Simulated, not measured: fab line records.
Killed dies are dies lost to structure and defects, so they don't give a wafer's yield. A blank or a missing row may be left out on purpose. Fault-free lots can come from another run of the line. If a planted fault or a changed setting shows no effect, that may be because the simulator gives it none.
What tool caused it? || flow n5-finfet || Sampling: 12 lots, 34 wafers, 5 of 1938 route steps

WHAT THE GAUGES SHOWED, per wafer
No reading from a measuring or inspecting step in the record can be judged against a usual standard deviation.

WHICH TOOL RAN EACH LOT (tool, then ch and the chambers of the sampled wafers, then the start)
{"lot": "L711", "N5_DUMMY_GATE_HM_OPEN_21": "rie-diel-01 ch 0,2, day 3 04:52", "N5_DUMMY_GATE_ETCH_42": "rie-diel-02 ch 0,1, day 3 05:18", "N5_SPACER0_ALD_00": "ald-sin-02 ch 0,2,3, day 3 05:56", "N5_SPACER0_ALD_08": "ald-sin-02 ch 0,2,3, day 3 06:11", "N5_PASSIVATION_PROBE_49": "-"}
{"lot": "L712", "N5_DUMMY_GATE_HM_OPEN_21": "rie-diel-01 ch 0,1, day 3 05:11", "N5_DUMMY_GATE_ETCH_42": "rie-diel-01 ch 0,2, day 3 05:35", "N5_SPACER0_ALD_00": "ald-sin-02 ch 0,3, day 3 06:28", "N5_SPACER0_ALD_08": "ald-sin-02 ch 0,3, day 3 06:44", "N5_PASSIVATION_PROBE_49": "-"}
{"lot": "L713", "N5_DUMMY_GATE_HM_OPEN_21": "rie-diel-01 ch 0,2, day 3 14:44", "N5_DUMMY_GATE_ETCH_42": "rie-diel-01 ch 0,3, day 3 15:09", "N5_SPACER0_ALD_00": "ald-sin-04 ch 0,1,3, day 3 15:34", "N5_SPACER0_ALD_08": "ald-sin-04 ch 0,1,3, day 3 15:50", "N5_PASSIVATION_PROBE_49": "-"}
{"lot": "L715", "N5_DUMMY_GATE_HM_OPEN_21": "rie-diel-02 ch 1,2,3, day 4 06:07", "N5_DUMMY_GATE_ETCH_42": "rie-diel-03 ch 1,2,3, day 4 06:32", "N5_SPACER0_ALD_00": "ald-sin-02 ch 0,1,3, day 4 07:09", "N5_SPACER0_ALD_08": "ald-sin-02 ch 0,1,3, day 4 07:24", "N5_PASSIVATION_PROBE_49": "-"}
{"lot": "L716", "N5_DUMMY_GATE_HM_OPEN_21": "rie-diel-01 ch 2,3, day 4 07:38", "N5_DUMMY_GATE_ETCH_42": "rie-diel-03 ch 0,2,3, day 4 08:03", "N5_SPACER0_ALD_00": "ald-sin-02 ch 0,1,3, day 4 08:28", "N5_SPACER0_ALD_08": "ald-sin-02 ch 0,1,3, day 4 08:44", "N5_PASSIVATION_PROBE_49": "-"}
{"lot": "L718", "N5_DUMMY_GATE_HM_OPEN_21": "rie-diel-01 ch 0,2, day 4 15:46", "N5_DUMMY_GATE_ETCH_42": "rie-diel-02 ch 0,1,3, day 4 16:10", "N5_SPACER0_ALD_00": "ald-sin-02 ch 0,1,2, day 4 16:35", "N5_SPACER0_ALD_08": "ald-sin-02 ch 0,1,2, day 4 16:51", "N5_PASSIVATION_PROBE_49": "-"}
{"lot": "L717", "N5_DUMMY_GATE_HM_OPEN_21": "rie-diel-03 ch 1,2,3, day 4 17:49", "N5_DUMMY_GATE_ETCH_42": "rie-diel-01 ch 0,1, day 4 18:14", "N5_SPACER0_ALD_00": "ald-sin-02 ch 2,3, day 4 20:31", "N5_SPACER0_ALD_08": "ald-sin-02 ch 2,3, day 4 20:47", "N5_PASSIVATION_PROBE_49": "-"}
{"lot": "L723", "N5_DUMMY_GATE_HM_OPEN_21": "rie-diel-01 ch 0,2,3, day 5 23:31", "N5_DUMMY_GATE_ETCH_42": "rie-diel-01 ch 0,1,2, day 5 23:56", "N5_SPACER0_ALD_00": "ald-sin-02 ch 0,1,3, day 6 00:22", "N5_SPACER0_ALD_08": "ald-sin-02 ch 0,1,3, day 6 00:37", "N5_PASSIVATION_PROBE_49": "-"}
{"lot": "L724", "N5_DUMMY_GATE_HM_OPEN_21": "rie-diel-03 ch 1,3, day 6 06:16", "N5_DUMMY_GATE_ETCH_42": "rie-diel-02 ch 0,1,3, day 6 06:47", "N5_SPACER0_ALD_00": "ald-sin-04 ch 0,3, day 6 08:40", "N5_SPACER0_ALD_08": "ald-sin-04 ch 0,3, day 6 08:56", "N5_PASSIVATION_PROBE_49": "-"}
{"lot": "L725", "N5_DUMMY_GATE_HM_OPEN_21": "rie-diel-02 ch 0,1,3, day 6 13:35", "N5_DUMMY_GATE_ETCH_42": "rie-diel-02 ch 0,1,2, day 6 13:59", "N5_SPACER0_ALD_00": "ald-sin-04 ch 0,1, day 6 14:50", "N5_SPACER0_ALD_08": "ald-sin-04 ch 0,1, day 6 15:05", "N5_PASSIVATION_PROBE_49": "-"}
{"lot": "L729", "N5_DUMMY_GATE_HM_OPEN_21": "rie-diel-02 ch 1,2, day 7 15:55", "N5_DUMMY_GATE_ETCH_42": "rie-diel-01 ch 0,1, day 7 16:20", "N5_SPACER0_ALD_00": "ald-sin-02 ch 2,3, day 7 16:45", "N5_SPACER0_ALD_08": "ald-sin-02 ch 2,3, day 7 17:01", "N5_PASSIVATION_PROBE_49": "prober-02, day 19 02:26"}
{"lot": "L734", "N5_DUMMY_GATE_HM_OPEN_21": "rie-diel-02 ch 2,3, day 8 18:32", "N5_DUMMY_GATE_ETCH_42": "rie-diel-03 ch 0,3, day 8 18:57", "N5_SPACER0_ALD_00": "ald-sin-02 ch 1,3, day 8 20:17", "N5_SPACER0_ALD_08": "ald-sin-02 ch 1,3, day 8 20:32", "N5_PASSIVATION_PROBE_49": "-"}
- N5_DUMMY_GATE_HM_OPEN_21: chemistry CH3F/O2, target SiNx, target depth 120 nm, time 171.4 s.
- N5_DUMMY_GATE_ETCH_42: etches SiO2 in CHF3/O2, target depth 3.5 nm, time 31 s.
- N5_SPACER0_ALD_00: deposits SiOCN, target thk 3.5 nm, pulse time 3 s, purge time 2 s.
- N5_SPACER0_ALD_08: deposits SiNx, target thk 2 nm.
- N5_PASSIVATION_PROBE_49

WHAT THE TOOLS THEMSELVES READ (means of the sampled wafers that have a number; where no wafer has one, the mark that the record gives instead)
N5_DUMMY_GATE_HM_OPEN_21. Usual: drypump-motor-current-A 5.7 A, standard deviation 0.37; oes-product-au 0.77 a.u., standard deviation 0.067; rf-vpp-V 300 V, standard deviation 4.3; showerhead-plenum-p-Torr 2.02 Torr, standard deviation 0.067; throttle-valve-pct 16.61 %, standard deviation 0.23.
{"lot": "L711", "tool": "rie-diel-01", "drypump-motor-current-A (A)": 5.6, "oes-product-au (a.u.)": 0.76, "rf-vpp-V (V)": 300, "showerhead-plenum-p-Torr (Torr)": 2.05, "throttle-valve-pct (%)": 16.67, "flag": ""}
{"lot": "L712", "tool": "rie-diel-01", "drypump-motor-current-A (A)": 5.8, "oes-product-au (a.u.)": 0.76, "rf-vpp-V (V)": 299, "showerhead-plenum-p-Torr (Torr)": 2.03, "throttle-valve-pct (%)": 16.68, "flag": ""}
{"lot": "L713", "tool": "rie-diel-01", "drypump-motor-current-A (A)": 5.6, "oes-product-au (a.u.)": 0.76, "rf-vpp-V (V)": 299, "showerhead-plenum-p-Torr (Torr)": 2.05, "throttle-valve-pct (%)": 16.69, "flag": ""}
{"lot": "L715", "tool": "rie-diel-02", "drypump-motor-current-A (A)": 5.4, "oes-product-au (a.u.)": 0.73, "rf-vpp-V (V)": 299, "showerhead-plenum-p-Torr (Torr)": 2.01, "throttle-valve-pct (%)": 16.80, "flag": ""}
{"lot": "L716", "tool": "rie-diel-01", "drypump-motor-current-A (A)": 6.1, "oes-product-au (a.u.)": 0.76, "rf-vpp-V (V)": 301, "showerhead-plenum-p-Torr (Torr)": 1.98, "throttle-valve-pct (%)": 16.54, "flag": ""}
{"lot": "L718", "tool": "rie-diel-01", "drypump-motor-current-A (A)": 5.7, "oes-product-au (a.u.)": 0.75, "rf-vpp-V (V)": 299, "showerhead-plenum-p-Torr (Torr)": 2.05, "throttle-valve-pct (%)": 16.69, "flag": ""}
{"lot": "L717", "tool": "rie-diel-03", "drypump-motor-current-A (A)": 5.6, "oes-product-au (a.u.)": 0.75, "rf-vpp-V (V)": 299, "showerhead-plenum-p-Torr (Torr)": 1.98, "throttle-valve-pct (%)": 16.77, "flag": ""}
{"lot": "L723", "tool": "rie-diel-01", "drypump-motor-current-A (A)": 5.9, "oes-product-au (a.u.)": 0.74, "rf-vpp-V (V)": 300, "showerhead-plenum-p-Torr (Torr)": 2.01, "throttle-valve-pct (%)": 16.64, "flag": ""}
{"lot": "L724", "tool": "rie-diel-03", "drypump-motor-current-A (A)": 5.6, "oes-product-au (a.u.)": 0.73, "rf-vpp-V (V)": 299, "showerhead-plenum-p-Torr (Torr)": 1.97, "throttle-valve-pct (%)": 16.83, "flag": ""}
{"lot": "L725", "tool": "rie-diel-02", "drypump-motor-current-A (A)": 5.5, "oes-product-au (a.u.)": 0.87, "rf-vpp-V (V)": 304, "showerhead-plenum-p-Torr (Torr)": 2.08, "throttle-valve-pct (%)": 16.43, "flag": ""}
{"lot": "L729", "tool": "rie-diel-02", "drypump-motor-current-A (A)": 5.7, "oes-product-au (a.u.)": 0.72, "rf-vpp-V (V)": 296, "showerhead-plenum-p-Torr (Torr)": 2.05, "throttle-valve-pct (%)": 16.74, "flag": ""}
{"lot": "L734", "tool": "rie-diel-02", "drypump-motor-current-A (A)": 5.3, "oes-product-au (a.u.)": 0.83, "rf-vpp-V (V)": 300, "showerhead-plenum-p-Torr (Torr)": 2.09, "throttle-valve-pct (%)": 16.68, "flag": ""}

N5_DUMMY_GATE_ETCH_42. Usual: drypump-motor-current-A 5.7 A, standard deviation 0.35; oes-product-au 0.77 a.u., standard deviation 0.067; rf-vpp-V 42.5 V, standard deviation 0.76; showerhead-plenum-p-Torr 2.41 Torr, standard deviation 0.073; throttle-valve-pct 18.94 %, standard deviation 0.23.
{"lot": "L711", "tool": "rie-diel-02", "drypump-motor-current-A (A)": 5.7, "oes-product-au (a.u.)": 0.81, "rf-vpp-V (V)": 42.0, "showerhead-plenum-p-Torr (Torr)": 2.46, "throttle-valve-pct (%)": 18.75, "flag": ""}
{"lot": "L712", "tool": "rie-diel-01", "drypump-motor-current-A (A)": 5.6, "oes-product-au (a.u.)": 0.77, "rf-vpp-V (V)": 43.2, "showerhead-plenum-p-Torr (Torr)": 2.47, "throttle-valve-pct (%)": 19.03, "flag": ""}
{"lot": "L713", "tool": "rie-diel-01", "drypump-motor-current-A (A)": 6.2, "oes-product-au (a.u.)": 0.76, "rf-vpp-V (V)": 42.5, "showerhead-plenum-p-Torr (Torr)": 2.34, "throttle-valve-pct (%)": 18.83, "flag": ""}
{"lot": "L715", "tool": "rie-diel-03", "drypump-motor-current-A (A)": 5.6, "oes-product-au (a.u.)": 0.76, "rf-vpp-V (V)": 42.2, "showerhead-plenum-p-Torr (Torr)": 2.37, "throttle-valve-pct (%)": 19.10, "flag": ""}
{"lot": "L716", "tool": "rie-diel-03", "drypump-motor-current-A (A)": 5.4, "oes-product-au (a.u.)": 0.77, "rf-vpp-V (V)": 42.8, "showerhead-plenum-p-Torr (Torr)": 2.41, "throttle-valve-pct (%)": 18.99, "flag": ""}
{"lot": "L718", "tool": "rie-diel-02", "drypump-motor-current-A (A)": 5.5, "oes-product-au (a.u.)": 0.77, "rf-vpp-V (V)": 42.8, "showerhead-plenum-p-Torr (Torr)": 2.39, "throttle-valve-pct (%)": 18.88, "flag": ""}
{"lot": "L717", "tool": "rie-diel-01", "drypump-motor-current-A (A)": 5.9, "oes-product-au (a.u.)": 0.75, "rf-vpp-V (V)": 42.7, "showerhead-plenum-p-Torr (Torr)": 2.41, "throttle-valve-pct (%)": 19.02, "flag": ""}
{"lot": "L723", "tool": "rie-diel-01", "drypump-motor-current-A (A)": 5.7, "oes-product-au (a.u.)": 0.74, "rf-vpp-V (V)": 42.5, "showerhead-plenum-p-Torr (Torr)": 2.44, "throttle-valve-pct (%)": 19.05, "flag": ""}
{"lot": "L724", "tool": "rie-diel-02", "drypump-motor-current-A (A)": 5.5, "oes-product-au (a.u.)": 0.87, "rf-vpp-V (V)": 41.9, "showerhead-plenum-p-Torr (Torr)": 2.48, "throttle-valve-pct (%)": 18.75, "flag": ""}
{"lot": "L725", "tool": "rie-diel-02", "drypump-motor-current-A (A)": 5.7, "oes-product-au (a.u.)": 0.78, "rf-vpp-V (V)": 43.0, "showerhead-plenum-p-Torr (Torr)": 2.42, "throttle-valve-pct (%)": 18.83, "flag": ""}
{"lot": "L729", "tool": "rie-diel-01", "drypump-motor-current-A (A)": 5.9, "oes-product-au (a.u.)": 0.73, "rf-vpp-V (V)": 42.7, "showerhead-plenum-p-Torr (Torr)": 2.41, "throttle-valve-pct (%)": 19.06, "flag": ""}
{"lot": "L734", "tool": "rie-diel-03", "drypump-motor-current-A (A)": 5.5, "oes-product-au (a.u.)": 0.73, "rf-vpp-V (V)": 42.0, "showerhead-plenum-p-Torr (Torr)": 2.40, "throttle-valve-pct (%)": 19.06, "flag": ""}

N5_SPACER0_ALD_00. Usual: heater-power-w 780 W, standard deviation 85; precursor-pulse-height-rel 1.002, standard deviation 0.018.
{"lot": "L711", "tool": "ald-sin-02", "heater-power-w (W)": 745, "precursor-pulse-height-rel": 1.017, "flag": ""}
{"lot": "L712", "tool": "ald-sin-02", "heater-power-w (W)": 722, "precursor-pulse-height-rel": 0.995, "flag": ""}
{"lot": "L713", "tool": "ald-sin-04", "heater-power-w (W)": 819, "precursor-pulse-height-rel": 1.000, "flag": ""}
{"lot": "L715", "tool": "ald-sin-02", "heater-power-w (W)": 738, "precursor-pulse-height-rel": 0.984, "flag": ""}
{"lot": "L716", "tool": "ald-sin-02", "heater-power-w (W)": 745, "precursor-pulse-height-rel": 1.012, "flag": ""}
{"lot": "L718", "tool": "ald-sin-02", "heater-power-w (W)": 718, "precursor-pulse-height-rel": 1.001, "flag": ""}
{"lot": "L717", "tool": "ald-sin-02", "heater-power-w (W)": 780, "precursor-pulse-height-rel": 1.022, "flag": ""}
{"lot": "L723", "tool": "ald-sin-02", "heater-power-w (W)": 760, "precursor-pulse-height-rel": 1.001, "flag": ""}
{"lot": "L724", "tool": "ald-sin-04", "heater-power-w (W)": 895, "precursor-pulse-height-rel": 1.008, "flag": ""}
{"lot": "L725", "tool": "ald-sin-04", "heater-power-w (W)": 768, "precursor-pulse-height-rel": 1.003, "flag": ""}
{"lot": "L729", "tool": "ald-sin-02", "heater-power-w (W)": 772, "precursor-pulse-height-rel": 1.006, "flag": ""}
{"lot": "L734", "tool": "ald-sin-02", "heater-power-w (W)": 788, "precursor-pulse-height-rel": 1.020, "flag": ""}

N5_SPACER0_ALD_08. Usual: heater-power-w 781 W, standard deviation 86.
{"lot": "L711", "tool": "ald-sin-02", "heater-power-w (W)": 729, "flag": ""}
{"lot": "L712", "tool": "ald-sin-02", "heater-power-w (W)": 721, "flag": ""}
{"lot": "L713", "tool": "ald-sin-04", "heater-power-w (W)": 818, "flag": ""}
{"lot": "L715", "tool": "ald-sin-02", "heater-power-w (W)": 754, "flag": ""}
{"lot": "L716", "tool": "ald-sin-02", "heater-power-w (W)": 760, "flag": ""}
{"lot": "L718", "tool": "ald-sin-02", "heater-power-w (W)": 709, "flag": ""}
{"lot": "L717", "tool": "ald-sin-02", "heater-power-w (W)": 783, "flag": ""}
{"lot": "L723", "tool": "ald-sin-02", "heater-power-w (W)": 743, "flag": ""}
{"lot": "L724", "tool": "ald-sin-04", "heater-power-w (W)": 886, "flag": ""}
{"lot": "L725", "tool": "ald-sin-04", "heater-power-w (W)": 747, "flag": ""}
{"lot": "L729", "tool": "ald-sin-02", "heater-power-w (W)": 778, "flag": ""}
{"lot": "L734", "tool": "ald-sin-02", "heater-power-w (W)": 786, "flag": ""}

N5_PASSIVATION_PROBE_49. Usual: killed_at_M0_to_M3 36, standard deviation 11; killed_at_M4_up 14, standard deviation 5.2; killed-at-contacts 12, standard deviation 6.1; killed-at-front-end 40, standard deviation 12; killed-at-other 3.2, standard deviation 2.5; killed-dies 105, standard deviation 16; killed-open 68, standard deviation 12; killed-short 35, standard deviation 8.7.
{"lot": "L729", "tool": "prober-02", "killed_at_M0_to_M3": 30, "killed_at_M4_up": 17, "killed-at-contacts": 9, "killed-at-front-end": 54, "killed-at-other": 2.0, "killed-dies": 112, "killed-open": 73, "killed-short": 34, "flag": ""}

THE ANSWER, worked out from the rows above alone
Rule: a lot counts as off when the mean over its wafers that have a number is more than 3 standard deviations away from the usual mean. Also off: a lot with no number at a reading for which 4 or more lots have one. Any other lot the step has rows for is counted as sound. After the gauges, taken in route order, come the tools' own readings; for these a lot's mean is taken, as printed above. The first step at which some lot is off is used, and at that step the reading that is off furthest; a lot without a number counts as furthest.
No lot is off at any reading shown: from this, nothing can be told.

WHAT THE SIMULATOR HAD PUT IN
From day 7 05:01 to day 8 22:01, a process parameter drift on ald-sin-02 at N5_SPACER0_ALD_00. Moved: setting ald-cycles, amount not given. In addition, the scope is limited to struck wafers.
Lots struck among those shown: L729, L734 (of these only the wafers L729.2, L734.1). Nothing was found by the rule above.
